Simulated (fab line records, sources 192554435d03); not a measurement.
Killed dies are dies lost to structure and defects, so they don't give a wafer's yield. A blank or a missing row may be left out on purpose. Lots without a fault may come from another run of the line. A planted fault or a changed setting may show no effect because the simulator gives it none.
Split-lot experiment | flow n5_finfet | 7 lots, 21 wafers read, on a route of 1938 steps

THE SPLIT
At N5_MIM_BOT_ETCH_ETCH_04 (etches SiNx in CF4/O2, target depth 26 nm, time 13 s), the setting time_s was moved away from the recipe's 13 s on 5 of the 21 wafers read, by -21.2% to +15.5%. The other wafers ran this setting at the recipe's value.

The reading is taken at the split's own step.

THE READING
etch.depth_nm (the simulator's own value, which no gauge read), in nm, at N5_MIM_BOT_ETCH_ETCH_04 (etches SiNx in CF4/O2, target depth 26 nm, time 13 s). The file gives no usual value for it. The 16 wafers here that ran the recipe average 25.89 nm, standard deviation 0.26 nm.

wafer  | tool, chamber at the split | time_s as run, s | against the recipe | etch.depth_nm, nm | against lot-mates on the recipe
L074.4 | rie_diel-01, 2             | 13               | recipe             | 26.06             | -
L074.5 | rie_diel-01, 0             | 13               | recipe             | 25.74             | -
L074.6 | rie_diel-01, 3             | 13               | recipe             | 25.73             | -
L075.2 | rie_diel-01, 2             | 13               | recipe             | 26.18             | -
L075.3 | rie_diel-01, 2             | 13               | recipe             | 26.14             | -
L075.6 | rie_diel-01, 2             | 13               | recipe             | 25.9              | -
L078.2 | rie_diel-04, 3             | 11.02            | -15.2%             | 21.7              | -4.68
L078.4 | rie_diel-04, 2             | 13               | recipe             | 26.38             | -
L078.6 | rie_diel-04, 3             | 11.02            | -15.2%             | 21.82             | -4.56
L080.1 | rie_diel-04, 1             | 13               | recipe             | 25.62             | -
L080.4 | rie_diel-04, 2             | 10.24            | -21.2%             | 20.77             | -4.85
L080.5 | rie_diel-04, 2             | 10.24            | -21.2%             | 20.78             | -4.84
L084.3 | rie_diel-01, 3             | 13               | recipe             | 25.53             | -
L084.4 | rie_diel-01, 0             | 13               | recipe             | 25.61             | -
L084.5 | rie_diel-01, 0             | 13               | recipe             | 25.46             | -
L088.1 | rie_diel-06, 2             | 13               | recipe             | 26.2              | -
L088.3 | rie_diel-06, 3             | 15.01            | +15.5%             | 30.07             | +3.90
L088.4 | rie_diel-06, 1             | 13               | recipe             | 26.15             | -
L096.1 | rie_diel-06, 3             | 13               | recipe             | 25.83             | -
L096.2 | rie_diel-06, 1             | 13               | recipe             | 25.78             | -
L096.6 | rie_diel-06, 3             | 13               | recipe             | 25.94             | -

THE FIT
A straight line over all 21 wafers: etch.depth_nm changes by +0.255 nm for each +1% of time_s; r = +0.99; the points scatter about the line by 0.28 nm.
The same after taking each lot's own level away (the mean of its wafers on the recipe; 21 wafers): +0.253 nm for each +1%; r = +0.99; scatter 0.31 nm.
On that fit, the largest move of time_s shifts the reading by 5.4 nm.
The lots' own levels span 25.533 to 26.380 nm, that is 3.2 times the standard deviation above.
So the lot-to-lot level changes the slope little: the two slopes agree.
Check: with one of the wafers moved furthest among these (-21.2%) left out of the fit, the line predicts -5.6 nm for it against its lot-mates. It came out at -4.85 nm against them.

OTHER SPLITS ON THESE WAFERS
These wafers also went through other splits before the reading. Each is held against what the fit with the lots' levels taken away leaves over:
other split on the same wafers | wafers away from the commonest value | r with etch.depth_nm (lot level and that fit taken away)
N5_BEOL_M11_COAT_22 spin_rpm   | 9                                    | -0.23
N5_BEOL_M11_EXPOSE_25 dose_mj  | 8                                    | -0.44
N5_BEOL_M12_PEB_08 peb_temp_c  | 7                                    | -0.09
N5_BEOL_M13_COAT_04 spin_rpm   | 7                                    | -0.25
N5_BEOL_M14_ETCH_68 time_s     | 7                                    | +0.44
N5_BEOL_M14_SPUTTER_43 power_w | 12                                   | -0.16

THE FILE'S OWN FIT
etch.depth_nm changes by +0.253 nm for each +1% of time_s, r = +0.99.
